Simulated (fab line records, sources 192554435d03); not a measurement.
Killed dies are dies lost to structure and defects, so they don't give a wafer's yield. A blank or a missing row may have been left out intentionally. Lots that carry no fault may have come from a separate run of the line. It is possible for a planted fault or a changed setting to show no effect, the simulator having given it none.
Split-lot trial ; flow n5 finfet ; 7 lots, 39 wafers read, on a route of 1938 steps

## SPLIT DETAILS
At N5_DUMMY_GATE_ETCH_37 (etches SOC in N2/H2, target depth 60 nm, overetch 30 nm), the setting source w was moved away from the recipe's 840 W on 18 of the 39 wafers read, by -18.8% to +14.9%. For the rest of the wafers, this setting stayed at what the recipe calls for.

The split's own step is where the reading is taken.

## THE READING
rf vpp V, in V, at N5_DUMMY_GATE_ETCH_37 (etches SOC in N2/H2, target depth 60 nm, overetch 30 nm). A value of 523.9 V with a standard deviation of 1.9 V is what fault-free wafers of this fab line usually give.

wafer;tool, chamber at the split;source w as run, W;against the recipe;rf vpp V, V;against lot-mates on the recipe
L079.1;rie diel-03, 1;840;recipe;525.6;-
L079.2;rie diel-03, 0;682.3;-18.8%;560.0;+35.1
L079.3;rie diel-03, 2;682.3;-18.8%;565.9;+41.0
L079.4;rie diel-03, 3;840;recipe;524.6;-
L079.5;rie diel-03, 3;840;recipe;524.4;-
L079.6;rie diel-03, 0;682.3;-18.8%;559.7;+34.8
L081.1;rie diel-02, 1;739.9;-11.9%;544.8;+21.7
L081.2;rie diel-02, 2;739.9;-11.9%;545.7;+22.6
L081.3;rie diel-02, 3;739.9;-11.9%;547.9;+24.8
L081.4;rie diel-02, 0;840;recipe;523.5;-
L081.5;rie diel-02, 3;840;recipe;522.8;-
L081.6;rie diel-02, 0;840;recipe;523.0;-
L083.3;rie diel-02, 3;840;recipe;523.5;-
L083.4;rie diel-02, 2;840;recipe;525.2;-
L083.6;rie diel-02, 0;840;recipe;522.6;-
L088.1;rie diel-02, 1;773.7;-7.9%;536.1;+13.5
L088.2;rie diel-02, 0;840;recipe;520.5;-
L088.3;rie diel-02, 3;840;recipe;523.4;-
L088.4;rie diel-02, 2;773.7;-7.9%;537.1;+14.5
L088.5;rie diel-02, 2;773.7;-7.9%;538.2;+15.6
L088.6;rie diel-02, 3;840;recipe;523.9;-
L091.1;rie diel-03, 2;840;recipe;526.0;-
L091.2;rie diel-03, 3;840;recipe;523.6;-
L091.3;rie diel-03, 1;840;recipe;527.1;-
L091.4;rie diel-03, 0;735.7;-12.4%;546.3;+20.7
L091.5;rie diel-03, 0;735.7;-12.4%;546.6;+21.0
L091.6;rie diel-03, 3;735.7;-12.4%;548.3;+22.7
L093.1;rie diel-02, 3;840;recipe;523.1;-
L093.2;rie diel-02, 0;959.3;+14.2%;498.9;-24.2
L093.3;rie diel-02, 2;959.3;+14.2%;501.2;-21.9
L093.4;rie diel-02, 1;959.3;+14.2%;499.3;-23.8
L093.5;rie diel-02, 0;840;recipe;522.4;-
L093.6;rie diel-02, 3;840;recipe;523.9;-
L097.1;rie diel-03, 0;840;recipe;521.0;-
L097.2;rie diel-03, 1;965;+14.9%;501.5;-23.3
L097.3;rie diel-03, 3;840;recipe;526.1;-
L097.4;rie diel-03, 2;840;recipe;527.2;-
L097.5;rie diel-03, 1;965;+14.9%;502.7;-22.1
L097.6;rie diel-03, 0;965;+14.9%;498.3;-26.5

THE FIT
A straight line over all 39 wafers: rf vpp V changes by -1.8 V for each +1% of source w; r = -0.99; the points scatter about the line by 2.3 V.
The same after taking each lot's own level away (the mean of its wafers on the recipe; 39 wafers): -1.78 V for each +1%; r = -0.99; scatter 2 V.
The reading moves by 33 V for the largest change in source w, on that fit.
The lots' own levels span 522.60 to 525.57 V, that is 1.6 times the standard deviation above.
The two slopes are in agreement: the lot-to-lot level therefore moves the slope only a little.
Check: with one of the wafers moved furthest among these (-18.8%) left out of the fit, the line predicts +34.1 V for it against its lot-mates. It came out at +35.1 V against them.
Tool readings at the split's step, against how far the setting was moved: rf vpp V r = -0.99.

## THE OTHER SPLITS THESE WAFERS WENT THROUGH
Note: prior to the reading, these wafers also went through further splits. Each is held against what the fit with the lots' levels taken away leaves over:
other split on the same wafers;wafers away from the commonest value;r with rf vpp V (lot level and that fit taken away)
N5_WELL_APT_IMPLANT_31 energy kev;12;-0.14
N5_PMOS_HMC_CHANNEL_EPI_FIN_RECESS_16 time s;15;+0.21

## FILE'S OWN FIT
rf vpp V changes by -1.8 V for each +1% of source w, r = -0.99.
